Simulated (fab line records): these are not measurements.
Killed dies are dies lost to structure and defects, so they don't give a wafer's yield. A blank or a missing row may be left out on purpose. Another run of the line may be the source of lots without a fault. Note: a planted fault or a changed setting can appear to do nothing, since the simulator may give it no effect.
Which tool is to blame? / flow n5Finfet / Sampling: 15 lots, 45 wafers, 6 of 1938 route steps

WHAT EACH GAUGE READ, for each wafer
N5_BEOL_M4_RC_MEAS_101. Usual: DIBL_N 36.5 mV/V, standard deviation 1.4; DIBL_P 36.5 mV/V, standard deviation 1.6; IOFF_N 0.163 nA/um, standard deviation 0.022; IOFF_P 0.219 nA/um, standard deviation 0.029; ION_N 675 uA/um, standard deviation 8.3; ION_P 464 uA/um, standard deviation 6.2; SS_N 71.5 mV/dec, standard deviation 0.52; SS_P 73.4 mV/dec, standard deviation 0.57; VT_N 249.7 mV, standard deviation 2.6; VT_P -250 mV, standard deviation 3.
lot=L824; measured=day 7 20:59; on=prober-02; DIBL_N (mV/V)=35.8 38.3 36.7; DIBL_P (mV/V)=35.3 37.5 37.0; IOFF_N (nA/um)=0.140 0.177 0.152; IOFF_P (nA/um)=0.185 0.224 0.201; ION_N (uA/um)=661 671 670; ION_P (uA/um)=459 462 465; SS_N (mV/dec)=71.2 72.1 71.2; SS_P (mV/dec)=72.5 73.1 72.9; VT_N (mV)=250.8 248.6 249.0; VT_P (mV)=-250 -247 -249; flag=
lot=L825; measured=day 8 03:10; on=prober-01; DIBL_N (mV/V)=38.3 36.7 36.8; DIBL_P (mV/V)=37.0 34.9 34.5; IOFF_N (nA/um)=0.170 0.139 0.136; IOFF_P (nA/um)=0.252 0.215 0.199; ION_N (uA/um)=673 661 669; ION_P (uA/um)=472 462 468; SS_N (mV/dec)=71.9 71.2 70.9; SS_P (mV/dec)=73.3 73.9 73.2; VT_N (mV)=252.2 254.3 253.8; VT_P (mV)=-249 -248 -249; flag=
lot=L826; measured=day 8 15:29; on=prober-01; DIBL_N (mV/V)=37.4 34.2 36.5; DIBL_P (mV/V)=38.1 34.8 38.0; IOFF_N (nA/um)=0.189 0.134 0.174; IOFF_P (nA/um)=0.216 0.174 0.213; ION_N (uA/um)=673 666 676; ION_P (uA/um)=455 453 461; SS_N (mV/dec)=72.7 71.4 72.3; SS_P (mV/dec)=73.7 73.3 73.4; VT_N (mV)=247.7 251.4 250.6; VT_P (mV)=-251 -255 -251; flag=
lot=L827; measured=day 9 04:06; on=prober-02; DIBL_N (mV/V)=35.5 36.6 34.2; DIBL_P (mV/V)=37.1 38.6 34.9; IOFF_N (nA/um)=0.148 0.168 0.125; IOFF_P (nA/um)=0.205 0.224 0.172; ION_N (uA/um)=671 675 659; ION_P (uA/um)=465 460 456; SS_N (mV/dec)=71.2 71.8 70.9; SS_P (mV/dec)=73.5 73.5 72.6; VT_N (mV)=253.1 249.6 253.6; VT_P (mV)=-252 -252 -254; flag=
lot=L829; measured=day 9 09:45; on=prober-02; DIBL_N (mV/V)=35.2 37.9 36.1; DIBL_P (mV/V)=34.1 36.5 35.4; IOFF_N (nA/um)=0.142 0.191 0.153; IOFF_P (nA/um)=0.178 0.215 0.193; ION_N (uA/um)=667 691 671; ION_P (uA/um)=462 463 459; SS_N (mV/dec)=71.2 72.1 71.2; SS_P (mV/dec)=73.3 73.6 73.2; VT_N (mV)=253.4 248.8 251.1; VT_P (mV)=-255 -253 -253; flag=
lot=L830; measured=day 9 16:14; on=prober-02; DIBL_N (mV/V)=33.4 35.9 33.5; DIBL_P (mV/V)=33.0 36.4 33.4; IOFF_N (nA/um)=0.120 0.169 0.123; IOFF_P (nA/um)=0.162 0.212 0.164; ION_N (uA/um)=675 688 666; ION_P (uA/um)=459 473 457; SS_N (mV/dec)=71.2 72.3 71.3; SS_P (mV/dec)=72.3 73.6 72.5; VT_N (mV)=252.0 247.8 251.7; VT_P (mV)=-251 -249 -254; flag=
lot=L842; measured=day 12 19:00; on=prober-01; DIBL_N (mV/V)=37.9 38.4 39.1; DIBL_P (mV/V)=38.8 39.5 39.8; IOFF_N (nA/um)=0.177 0.187 0.197; IOFF_P (nA/um)=0.227 0.243 0.247; ION_N (uA/um)=684 682 685; ION_P (uA/um)=464 465 468; SS_N (mV/dec)=71.6 71.8 71.8; SS_P (mV/dec)=73.8 74.3 74.1; VT_N (mV)=247.7 247.3 247.4; VT_P (mV)=-250 -249 -246; flag=
lot=L843; measured=day 12 21:46; on=prober-02; DIBL_N (mV/V)=37.2 37.7 38.3; DIBL_P (mV/V)=37.0 38.1 38.3; IOFF_N (nA/um)=0.176 0.195 0.203; IOFF_P (nA/um)=0.219 0.232 0.244; ION_N (uA/um)=682 694 682; ION_P (uA/um)=461 469 465; SS_N (mV/dec)=71.7 71.5 71.7; SS_P (mV/dec)=73.5 73.2 73.7; VT_N (mV)=249.3 247.1 246.3; VT_P (mV)=-250 -251 -250; flag=
lot=L844; measured=day 13 02:41; on=prober-02; DIBL_N (mV/V)=38.5 38.7 38.1; DIBL_P (mV/V)=38.0 37.9 37.6; IOFF_N (nA/um)=0.175 0.184 0.174; IOFF_P (nA/um)=0.240 0.244 0.248; ION_N (uA/um)=681 666 685; ION_P (uA/um)=464 460 471; SS_N (mV/dec)=71.3 71.4 71.4; SS_P (mV/dec)=74.3 74.3 74.0; VT_N (mV)=250.5 248.6 247.6; VT_P (mV)=-247 -248 -247; flag=
lot=L845; measured=day 13 10:22; on=prober-01; DIBL_N (mV/V)=35.9 34.6 36.0; DIBL_P (mV/V)=37.2 35.2 37.6; IOFF_N (nA/um)=0.158 0.136 0.166; IOFF_P (nA/um)=0.203 0.166 0.203; ION_N (uA/um)=675 668 682; ION_P (uA/um)=467 458 463; SS_N (mV/dec)=71.4 70.9 71.8; SS_P (mV/dec)=73.2 73.3 73.5; VT_N (mV)=251.6 251.9 249.8; VT_P (mV)=-253 -258 -252; flag=
lot=L846; measured=day 13 22:22; on=prober-02; DIBL_N (mV/V)=35.7 33.3 35.0; DIBL_P (mV/V)=37.9 34.6 36.6; IOFF_N (nA/um)=0.170 0.127 0.151; IOFF_P (nA/um)=0.230 0.184 0.217; ION_N (uA/um)=681 675 675; ION_P (uA/um)=472 467 465; SS_N (mV/dec)=72.5 71.0 71.1; SS_P (mV/dec)=73.4 72.6 73.3; VT_N (mV)=250.1 252.1 250.0; VT_P (mV)=-248 -251 -249; flag=
lot=L847; measured=day 14 04:43; on=prober-02; DIBL_N (mV/V)=36.6 37.2 34.9; DIBL_P (mV/V)=35.7 36.7 33.8; IOFF_N (nA/um)=0.149 0.164 0.132; IOFF_P (nA/um)=0.218 0.243 0.196; ION_N (uA/um)=661 665 667; ION_P (uA/um)=460 458 467; SS_N (mV/dec)=71.8 72.8 71.7; SS_P (mV/dec)=73.4 73.9 72.7; VT_N (mV)=251.6 250.0 254.0; VT_P (mV)=-250 -248 -251; flag=

EACH LOT AND THE TOOL THAT RAN IT (in order: tool; ch and the chambers of the sampled wafers; start)
lot=L824; N5_STI_FIN_REVEAL_ETCHBACK_08=rieDiel-02 ch 0,1,2, day 2 09:22; N5_STI_FIN_REVEAL_ETCH_34=rieSi-04 ch 0,2, day 2 11:42; N5_STI_FIN_REVEAL_OXIDATION_33=plasmaAsher-01 ch 0,1, day 2 12:07; N5_DUMMY_GATE_CVD_03=lpcvd-02 ch 1/65,1/70,1/84, day 2 13:15; N5_DUMMY_GATE_CMP_04=cmp-03 ch 0,2, day 2 17:00
lot=L825; N5_STI_FIN_REVEAL_ETCHBACK_08=rieDiel-01 ch 1,2,3, day 2 16:48; N5_STI_FIN_REVEAL_ETCH_34=rieSi-04 ch 1,2,3, day 2 19:10; N5_STI_FIN_REVEAL_OXIDATION_33=plasmaAsher-01 ch 0,1, day 2 19:35; N5_DUMMY_GATE_CVD_03=lpcvd-01 ch 1/15,1/20,1/25, day 2 20:34; N5_DUMMY_GATE_CMP_04=cmp-04 ch 0,2,3, day 3 00:19
lot=L826; N5_STI_FIN_REVEAL_ETCHBACK_08=rieDiel-02 ch 1,2, day 2 21:44; N5_STI_FIN_REVEAL_ETCH_34=rieSi-04 ch 1,2,3, day 3 00:04; N5_STI_FIN_REVEAL_OXIDATION_33=plasmaAsher-01 ch 0,1, day 3 00:30; N5_DUMMY_GATE_CVD_03=lpcvd-01 ch 0/25,0/29,0/39, day 3 00:59; N5_DUMMY_GATE_CMP_04=cmp-01 ch 0,2,3, day 3 04:43
lot=L827; N5_STI_FIN_REVEAL_ETCHBACK_08=rieDiel-02 ch 0,1,3, day 3 06:05; N5_STI_FIN_REVEAL_ETCH_34=rieSi-03 ch 0,1, day 3 08:58; N5_STI_FIN_REVEAL_OXIDATION_33=plasmaAsher-02 ch 0,1, day 3 09:25; N5_DUMMY_GATE_CVD_03=lpcvd-01 ch 1/79,1/84,1/89, day 3 09:53; N5_DUMMY_GATE_CMP_04=cmp-01 ch 0,2,3, day 3 13:41
lot=L829; N5_STI_FIN_REVEAL_ETCHBACK_08=rieDiel-05 ch 1,2,3, day 3 18:03; N5_STI_FIN_REVEAL_ETCH_34=rieSi-01 ch 1,2, day 3 20:23; N5_STI_FIN_REVEAL_OXIDATION_33=plasmaAsher-01 ch 0,1, day 3 20:48; N5_DUMMY_GATE_CVD_03=lpcvd-01 ch 0/20,0/29,0/39, day 3 21:17; N5_DUMMY_GATE_CMP_04=cmp-01 ch 1,2,3, day 4 01:02
lot=L830; N5_STI_FIN_REVEAL_ETCHBACK_08=rieDiel-01 ch 0,1, day 3 23:28; N5_STI_FIN_REVEAL_ETCH_34=rieSi-03 ch 0,3, day 4 02:09; N5_STI_FIN_REVEAL_OXIDATION_33=plasmaAsher-02 ch 0,1, day 4 02:34; N5_DUMMY_GATE_CVD_03=lpcvd-01 ch 1/40,1/54,1/59, day 4 03:02; N5_DUMMY_GATE_CMP_04=cmp-03 ch 0,1,3, day 4 08:43
lot=L831; N5_STI_FIN_REVEAL_ETCHBACK_08=rieDiel-02 ch 2,3, day 4 06:27; N5_STI_FIN_REVEAL_ETCH_34=rieSi-01 ch 0,1, day 4 08:47; N5_STI_FIN_REVEAL_OXIDATION_33=plasmaAsher-01 ch 0,1, day 4 09:13; N5_DUMMY_GATE_CVD_03=lpcvd-01 ch 1/100,1/109,1/114, day 4 09:41; N5_DUMMY_GATE_CMP_04=cmp-01 ch 1,2,3, day 4 13:34
lot=L832; N5_STI_FIN_REVEAL_ETCHBACK_08=rieDiel-02 ch 0,2,3, day 4 11:43; N5_STI_FIN_REVEAL_ETCH_34=rieSi-04 ch 0,1,3, day 4 14:04; N5_STI_FIN_REVEAL_OXIDATION_33=plasmaAsher-01 ch 0,1, day 4 14:29; N5_DUMMY_GATE_CVD_03=lpcvd-01 ch 1/100,1/109,1/90, day 4 14:58; N5_DUMMY_GATE_CMP_04=cmp-01 ch 0,3, day 4 18:42
lot=L833; N5_STI_FIN_REVEAL_ETCHBACK_08=rieDiel-02 ch 0,3, day 4 18:28; N5_STI_FIN_REVEAL_ETCH_34=rieSi-01 ch 0,1,2, day 4 20:48; N5_STI_FIN_REVEAL_OXIDATION_33=plasmaAsher-01 ch 0,1, day 4 21:13; N5_DUMMY_GATE_CVD_03=lpcvd-01 ch 0/70,0/84,0/89, day 4 23:12; N5_DUMMY_GATE_CMP_04=cmp-01 ch 0,3, day 5 02:57
lot=L842; N5_STI_FIN_REVEAL_ETCHBACK_08=rieDiel-05 ch 1,3, day 6 22:11; N5_STI_FIN_REVEAL_ETCH_34=rieSi-03 ch 0,2,3, day 7 00:33; N5_STI_FIN_REVEAL_OXIDATION_33=plasmaAsher-02 ch 0,1, day 7 00:59; N5_DUMMY_GATE_CVD_03=lpcvd-02 ch 0/75,0/79,0/89, day 7 02:37; N5_DUMMY_GATE_CMP_04=cmp-04 ch 0,1,3, day 7 06:23
lot=L843; N5_STI_FIN_REVEAL_ETCHBACK_08=rieDiel-05 ch 1,2, day 7 03:52; N5_STI_FIN_REVEAL_ETCH_34=rieSi-04 ch 0,1,2, day 7 06:12; N5_STI_FIN_REVEAL_OXIDATION_33=plasmaAsher-02 ch 0,1, day 7 06:37; N5_DUMMY_GATE_CVD_03=lpcvd-02 ch 1/15,1/25,1/29, day 7 07:06; N5_DUMMY_GATE_CMP_04=cmp-03 ch 0,1,3, day 7 10:50
lot=L844; N5_STI_FIN_REVEAL_ETCHBACK_08=rieDiel-02 ch 1,2,3, day 7 15:03; N5_STI_FIN_REVEAL_ETCH_34=rieSi-01 ch 2,3, day 7 17:26; N5_STI_FIN_REVEAL_OXIDATION_33=plasmaAsher-01 ch 0,1, day 7 17:50; N5_DUMMY_GATE_CVD_03=lpcvd-02 ch 0/65,0/84,0/89, day 7 18:20; N5_DUMMY_GATE_CMP_04=cmp-01 ch 0,1,2, day 7 22:08
lot=L845; N5_STI_FIN_REVEAL_ETCHBACK_08=rieDiel-02 ch 0,1,3, day 7 16:46; N5_STI_FIN_REVEAL_ETCH_34=rieSi-03 ch 0,1,3, day 7 19:07; N5_STI_FIN_REVEAL_OXIDATION_33=plasmaAsher-01 ch 0,1, day 7 19:32; N5_DUMMY_GATE_CVD_03=lpcvd-01 ch 0/109,0/114,0/95, day 7 20:01; N5_DUMMY_GATE_CMP_04=cmp-04 ch 0,1,3, day 7 23:52
lot=L846; N5_STI_FIN_REVEAL_ETCHBACK_08=rieDiel-01 ch 0,1,3, day 7 22:43; N5_STI_FIN_REVEAL_ETCH_34=rieSi-01 ch 0,1,2, day 8 01:03; N5_STI_FIN_REVEAL_OXIDATION_33=plasmaAsher-02 ch 0,1, day 8 01:28; N5_DUMMY_GATE_CVD_03=lpcvd-02 ch 0/40,0/45,0/50, day 8 02:15; N5_DUMMY_GATE_CMP_04=cmp-03 ch 0,2,3, day 8 05:59
lot=L847; N5_STI_FIN_REVEAL_ETCHBACK_08=rieDiel-02 ch 0,1,2, day 8 04:26; N5_STI_FIN_REVEAL_ETCH_34=rieSi-03 ch 1,2,3, day 8 06:47; N5_STI_FIN_REVEAL_OXIDATION_33=plasmaAsher-01 ch 0,1, day 8 07:13; N5_DUMMY_GATE_CVD_03=lpcvd-02 ch 1/104,1/90,1/95, day 8 07:42; N5_DUMMY_GATE_CMP_04=cmp-03 ch 1,2,3, day 8 11:26
- N5_STI_FIN_REVEAL_ETCHBACK_08: etches SiO2 in C4F6/O2, target depth 30.5 nm, time 10.167 s.
- N5_STI_FIN_REVEAL_ETCH_34: etches Si in H2, material Si, target depth 0.97 nm.
- N5_STI_FIN_REVEAL_OXIDATION_33: chemistry O2 PLASMA REMOTE, time 20 s.
- N5_DUMMY_GATE_CVD_03: deposits a-Si from SiH4, target thk 150 nm, time 8042 s.
- N5_DUMMY_GATE_CMP_04: polishes a-Si.

AS READ BY THE TOOLS THEMSELVES (means over the sampled wafers that have a number; for cases with no such wafer, the mark the record gives instead)
N5_STI_FIN_REVEAL_ETCHBACK_08. Usual: drypumpMotorCurrentA 5.7 A, standard deviation 0.44; oesProductAu 0.76 a.u., standard deviation 0.061; rfVppV 666 V, standard deviation 4.5; showerheadPlenumPTorr 2.82 Torr, standard deviation 0.041; throttleValvePct 21.21 %, standard deviation 0.25.
lot=L824; tool=rieDiel-02; drypumpMotorCurrentA (A)=5.9; oesProductAu (a.u.)=0.79; rfVppV (V)=665; showerheadPlenumPTorr (Torr)=2.83; throttleValvePct (%)=21.20; flag=
lot=L825; tool=rieDiel-01; drypumpMotorCurrentA (A)=5.4; oesProductAu (a.u.)=0.74; rfVppV (V)=667; showerheadPlenumPTorr (Torr)=2.83; throttleValvePct (%)=21.32; flag=
lot=L826; tool=rieDiel-02; drypumpMotorCurrentA (A)=6.1; oesProductAu (a.u.)=0.76; rfVppV (V)=668; showerheadPlenumPTorr (Torr)=2.86; throttleValvePct (%)=21.12; flag=
lot=L827; tool=rieDiel-02; drypumpMotorCurrentA (A)=5.9; oesProductAu (a.u.)=0.79; rfVppV (V)=668; showerheadPlenumPTorr (Torr)=2.84; throttleValvePct (%)=21.03; flag=
lot=L829; tool=rieDiel-05; drypumpMotorCurrentA (A)=5.7; oesProductAu (a.u.)=0.74; rfVppV (V)=668; showerheadPlenumPTorr (Torr)=2.80; throttleValvePct (%)=21.29; flag=
lot=L830; tool=rieDiel-01; drypumpMotorCurrentA (A)=6.0; oesProductAu (a.u.)=0.80; rfVppV (V)=669; showerheadPlenumPTorr (Torr)=2.81; throttleValvePct (%)=21.02; flag=
lot=L831; tool=rieDiel-02; drypumpMotorCurrentA (A)=6.0; oesProductAu (a.u.)=0.78; rfVppV (V)=662; showerheadPlenumPTorr (Torr)=2.87; throttleValvePct (%)=21.40; flag=
lot=L832; tool=rieDiel-02; drypumpMotorCurrentA (A)=5.9; oesProductAu (a.u.)=0.80; rfVppV (V)=664; showerheadPlenumPTorr (Torr)=2.84; throttleValvePct (%)=21.27; flag=
lot=L833; tool=rieDiel-02; drypumpMotorCurrentA (A)=5.8; oesProductAu (a.u.)=0.81; rfVppV (V)=665; showerheadPlenumPTorr (Torr)=2.81; throttleValvePct (%)=21.13; flag=
lot=L842; tool=rieDiel-05; drypumpMotorCurrentA (A)=5.9; oesProductAu (a.u.)=0.71; rfVppV (V)=669; showerheadPlenumPTorr (Torr)=2.81; throttleValvePct (%)=21.34; flag=
lot=L843; tool=rieDiel-05; drypumpMotorCurrentA (A)=5.7; oesProductAu (a.u.)=0.72; rfVppV (V)=670; showerheadPlenumPTorr (Torr)=2.78; throttleValvePct (%)=21.21; flag=
lot=L844; tool=rieDiel-02; drypumpMotorCurrentA (A)=6.0; oesProductAu (a.u.)=0.74; rfVppV (V)=665; showerheadPlenumPTorr (Torr)=2.86; throttleValvePct (%)=21.21; flag=
lot=L845; tool=rieDiel-02; drypumpMotorCurrentA (A)=6.0; oesProductAu (a.u.)=0.76; rfVppV (V)=667; showerheadPlenumPTorr (Torr)=2.83; throttleValvePct (%)=21.08; flag=
lot=L846; tool=rieDiel-01; drypumpMotorCurrentA (A)=5.7; oesProductAu (a.u.)=0.77; rfVppV (V)=669; showerheadPlenumPTorr (Torr)=2.80; throttleValvePct (%)=21.12; flag=
lot=L847; tool=rieDiel-02; drypumpMotorCurrentA (A)=5.9; oesProductAu (a.u.)=0.75; rfVppV (V)=664; showerheadPlenumPTorr (Torr)=2.81; throttleValvePct (%)=21.26; flag=

N5_STI_FIN_REVEAL_ETCH_34. Usual: drypumpMotorCurrentA 5.5 A, standard deviation 0.42; oesProductAu 0.998 a.u., standard deviation 0.016; throttleValvePct 25.86 %, standard deviation 0.27.
lot=L824; tool=rieSi-04; drypumpMotorCurrentA (A)=5.1; oesProductAu (a.u.)=0.995; throttleValvePct (%)=26.04; flag=
lot=L825; tool=rieSi-04; drypumpMotorCurrentA (A)=5.2; oesProductAu (a.u.)=0.994; throttleValvePct (%)=26.09; flag=
lot=L826; tool=rieSi-04; drypumpMotorCurrentA (A)=5.2; oesProductAu (a.u.)=0.988; throttleValvePct (%)=26.09; flag=
lot=L827; tool=rieSi-03; drypumpMotorCurrentA (A)=5.1; oesProductAu (a.u.)=0.990; throttleValvePct (%)=25.59; flag=
lot=L829; tool=rieSi-01; drypumpMotorCurrentA (A)=6.1; oesProductAu (a.u.)=1.017; throttleValvePct (%)=25.94; flag=
lot=L830; tool=rieSi-03; drypumpMotorCurrentA (A)=5.3; oesProductAu (a.u.)=0.999; throttleValvePct (%)=25.64; flag=
lot=L831; tool=rieSi-01; drypumpMotorCurrentA (A)=6.1; oesProductAu (a.u.)=1.020; throttleValvePct (%)=25.85; flag=
lot=L832; tool=rieSi-04; drypumpMotorCurrentA (A)=5.3; oesProductAu (a.u.)=0.984; throttleValvePct (%)=25.83; flag=
lot=L833; tool=rieSi-01; drypumpMotorCurrentA (A)=5.9; oesProductAu (a.u.)=1.020; throttleValvePct (%)=25.98; flag=
lot=L842; tool=rieSi-03; drypumpMotorCurrentA (A)=5.1; oesProductAu (a.u.)=0.996; throttleValvePct (%)=25.59; flag=
lot=L843; tool=rieSi-04; drypumpMotorCurrentA (A)=5.2; oesProductAu (a.u.)=0.994; throttleValvePct (%)=25.91; flag=
lot=L844; tool=rieSi-01; drypumpMotorCurrentA (A)=5.9; oesProductAu (a.u.)=0.998; throttleValvePct (%)=25.82; flag=
lot=L845; tool=rieSi-03; drypumpMotorCurrentA (A)=5.2; oesProductAu (a.u.)=0.989; throttleValvePct (%)=25.74; flag=
lot=L846; tool=rieSi-01; drypumpMotorCurrentA (A)=5.9; oesProductAu (a.u.)=1.017; throttleValvePct (%)=25.97; flag=
lot=L847; tool=rieSi-03; drypumpMotorCurrentA (A)=5.2; oesProductAu (a.u.)=1.000; throttleValvePct (%)=25.83; flag=

N5_STI_FIN_REVEAL_OXIDATION_33. Usual: drypumpMotorCurrentA 5.7 A, standard deviation 0.41; heaterPowerW 145 W, standard deviation 16.
lot=L824; tool=plasmaAsher-01; drypumpMotorCurrentA (A)=6.1; heaterPowerW (W)=149; flag=
lot=L825; tool=plasmaAsher-01; drypumpMotorCurrentA (A)=6.1; heaterPowerW (W)=148; flag=
lot=L826; tool=plasmaAsher-01; drypumpMotorCurrentA (A)=6.1; heaterPowerW (W)=150; flag=
lot=L827; tool=plasmaAsher-02; drypumpMotorCurrentA (A)=5.3; heaterPowerW (W)=133; flag=
lot=L829; tool=plasmaAsher-01; drypumpMotorCurrentA (A)=6.1; heaterPowerW (W)=147; flag=
lot=L830; tool=plasmaAsher-02; drypumpMotorCurrentA (A)=5.3; heaterPowerW (W)=131; flag=
lot=L831; tool=plasmaAsher-01; drypumpMotorCurrentA (A)=6.1; heaterPowerW (W)=146; flag=
lot=L832; tool=plasmaAsher-01; drypumpMotorCurrentA (A)=5.9; heaterPowerW (W)=156; flag=
lot=L833; tool=plasmaAsher-01; drypumpMotorCurrentA (A)=6.1; heaterPowerW (W)=148; flag=
lot=L842; tool=plasmaAsher-02; drypumpMotorCurrentA (A)=5.4; heaterPowerW (W)=141; flag=
lot=L843; tool=plasmaAsher-02; drypumpMotorCurrentA (A)=5.3; heaterPowerW (W)=134; flag=
lot=L844; tool=plasmaAsher-01; drypumpMotorCurrentA (A)=6.1; heaterPowerW (W)=148; flag=
lot=L845; tool=plasmaAsher-01; drypumpMotorCurrentA (A)=6.1; heaterPowerW (W)=148; flag=
lot=L846; tool=plasmaAsher-02; drypumpMotorCurrentA (A)=5.3; heaterPowerW (W)=131; flag=
lot=L847; tool=plasmaAsher-01; drypumpMotorCurrentA (A)=5.8; heaterPowerW (W)=160; flag=

N5_DUMMY_GATE_CVD_03. Usual: spikeTcBottomC 552.7 C, standard deviation 2.6; spikeTcCentreC 530.6 C, standard deviation 0.61; spikeTcLowerC 529.5 C, standard deviation 0.73; spikeTcTopC 553 C, standard deviation 3.8; spikeTcUpperC 529.7 C, standard deviation 1.2; susceptorTempC 529.98 C, standard deviation 0.15.
lot=L824; tool=lpcvd-02; spikeTcBottomC (C)=554.4; spikeTcCentreC (C)=531.1; spikeTcLowerC (C)=529.6; spikeTcTopC (C)=552; spikeTcUpperC (C)=530.5; susceptorTempC (C)=530.22; flag=
lot=L825; tool=lpcvd-01; spikeTcBottomC (C)=555.5; spikeTcCentreC (C)=530.0; spikeTcLowerC (C)=529.4; spikeTcTopC (C)=556; spikeTcUpperC (C)=529.2; susceptorTempC (C)=529.92; flag=
lot=L826; tool=lpcvd-01; spikeTcBottomC (C)=549.9; spikeTcCentreC (C)=531.1; spikeTcLowerC (C)=529.3; spikeTcTopC (C)=556; spikeTcUpperC (C)=528.5; susceptorTempC (C)=530.02; flag=
lot=L827; tool=lpcvd-01; spikeTcBottomC (C)=554.4; spikeTcCentreC (C)=529.9; spikeTcLowerC (C)=528.2; spikeTcTopC (C)=556; spikeTcUpperC (C)=529.1; susceptorTempC (C)=530.19; flag=
lot=L829; tool=lpcvd-01; spikeTcBottomC (C)=550.0; spikeTcCentreC (C)=530.8; spikeTcLowerC (C)=529.9; spikeTcTopC (C)=555; spikeTcUpperC (C)=528.7; susceptorTempC (C)=529.93; flag=
lot=L830; tool=lpcvd-01; spikeTcBottomC (C)=555.5; spikeTcCentreC (C)=529.7; spikeTcLowerC (C)=528.8; spikeTcTopC (C)=556; spikeTcUpperC (C)=528.9; susceptorTempC (C)=529.70; flag=
lot=L831; tool=lpcvd-01; spikeTcBottomC (C)=540.8; spikeTcCentreC (C)=515.2; spikeTcLowerC (C)=513.1; spikeTcTopC (C)=541; spikeTcUpperC (C)=514.2; susceptorTempC (C)=515.36; flag=OFF
lot=L832; tool=lpcvd-01; spikeTcBottomC (C)=541.3; spikeTcCentreC (C)=515.3; spikeTcLowerC (C)=514.5; spikeTcTopC (C)=541; spikeTcUpperC (C)=514.5; susceptorTempC (C)=515.63; flag=OFF
lot=L833; tool=lpcvd-01; spikeTcBottomC (C)=535.3; spikeTcCentreC (C)=515.6; spikeTcLowerC (C)=515.8; spikeTcTopC (C)=542; spikeTcUpperC (C)=513.9; susceptorTempC (C)=515.25; flag=OFF
lot=L842; tool=lpcvd-02; spikeTcBottomC (C)=549.7; spikeTcCentreC (C)=531.9; spikeTcLowerC (C)=529.8; spikeTcTopC (C)=546; spikeTcUpperC (C)=531.3; susceptorTempC (C)=530.03; flag=
lot=L843; tool=lpcvd-02; spikeTcBottomC (C)=555.3; spikeTcCentreC (C)=530.4; spikeTcLowerC (C)=529.9; spikeTcTopC (C)=552; spikeTcUpperC (C)=530.5; susceptorTempC (C)=530.06; flag=
lot=L844; tool=lpcvd-02; spikeTcBottomC (C)=549.9; spikeTcCentreC (C)=529.8; spikeTcLowerC (C)=530.2; spikeTcTopC (C)=546; spikeTcUpperC (C)=531.1; susceptorTempC (C)=529.86; flag=
lot=L845; tool=lpcvd-01; spikeTcBottomC (C)=550.2; spikeTcCentreC (C)=531.5; spikeTcLowerC (C)=530.3; spikeTcTopC (C)=555; spikeTcUpperC (C)=529.1; susceptorTempC (C)=529.84; flag=
lot=L846; tool=lpcvd-02; spikeTcBottomC (C)=550.0; spikeTcCentreC (C)=531.1; spikeTcLowerC (C)=530.0; spikeTcTopC (C)=546; spikeTcUpperC (C)=531.9; susceptorTempC (C)=529.75; flag=
lot=L847; tool=lpcvd-02; spikeTcBottomC (C)=555.6; spikeTcCentreC (C)=531.1; spikeTcLowerC (C)=529.4; spikeTcTopC (C)=552; spikeTcUpperC (C)=531.4; susceptorTempC (C)=530.00; flag=

N5_DUMMY_GATE_CMP_04. Usual: motorCurrentA 9.9 A, standard deviation 1.2; timeToEndpointS 13.0 s, standard deviation 2.2.
lot=L824; tool=cmp-03; motorCurrentA (A)=11.2; timeToEndpointS (s)=13.6; flag=
lot=L825; tool=cmp-04; motorCurrentA (A)=9.6; timeToEndpointS (s)=11.8; flag=
lot=L826; tool=cmp-01; motorCurrentA (A)=9.2; timeToEndpointS (s)=15.7; flag=
lot=L827; tool=cmp-01; motorCurrentA (A)=9.6; timeToEndpointS (s)=13.7; flag=
lot=L829; tool=cmp-01; motorCurrentA (A)=8.9; timeToEndpointS (s)=12.6; flag=
lot=L830; tool=cmp-03; motorCurrentA (A)=10.5; timeToEndpointS (s)=16.9; flag=
lot=L831; tool=cmp-01; motorCurrentA (A)=9.2; timeToEndpointS (s)=1.6; flag=OFF
lot=L832; tool=cmp-01; motorCurrentA (A)=9.9; timeToEndpointS (s)=0.6; flag=OFF
lot=L833; tool=cmp-01; motorCurrentA (A)=9.5; timeToEndpointS (s)=2.8; flag=OFF
lot=L842; tool=cmp-04; motorCurrentA (A)=10.0; timeToEndpointS (s)=14.7; flag=
lot=L843; tool=cmp-03; motorCurrentA (A)=10.7; timeToEndpointS (s)=15.6; flag=
lot=L844; tool=cmp-01; motorCurrentA (A)=9.5; timeToEndpointS (s)=12.3; flag=
lot=L845; tool=cmp-04; motorCurrentA (A)=9.7; timeToEndpointS (s)=13.0; flag=
lot=L846; tool=cmp-03; motorCurrentA (A)=11.7; timeToEndpointS (s)=14.8; flag=
lot=L847; tool=cmp-03; motorCurrentA (A)=11.1; timeToEndpointS (s)=14.0; flag=

THE ANSWER, worked out from the rows above alone
Rule: take the mean of a lot's wafers that have a number; if it is more than 3 standard deviations from the usual mean, the lot is off. A lot without any number at a reading at which 4 lots or more have one is off too. Any other lot the step has rows for is counted as sound. After the gauges, taken in route order, come the tools' own readings; for these a lot's mean is taken, as printed above. At the first step where some lot is off, the reading lying furthest off is the one used; lots without a number count as furthest.
Off, at N5_DUMMY_GATE_CVD_03 on susceptorTempC: L831, L832, L833.
If a tool, at that step or one of the process steps before it, ran each lot that is off and ran no sound lot following the first of them, it fits. Not one of the candidates tried fits.

WHAT THE SIMULATOR PUT IN
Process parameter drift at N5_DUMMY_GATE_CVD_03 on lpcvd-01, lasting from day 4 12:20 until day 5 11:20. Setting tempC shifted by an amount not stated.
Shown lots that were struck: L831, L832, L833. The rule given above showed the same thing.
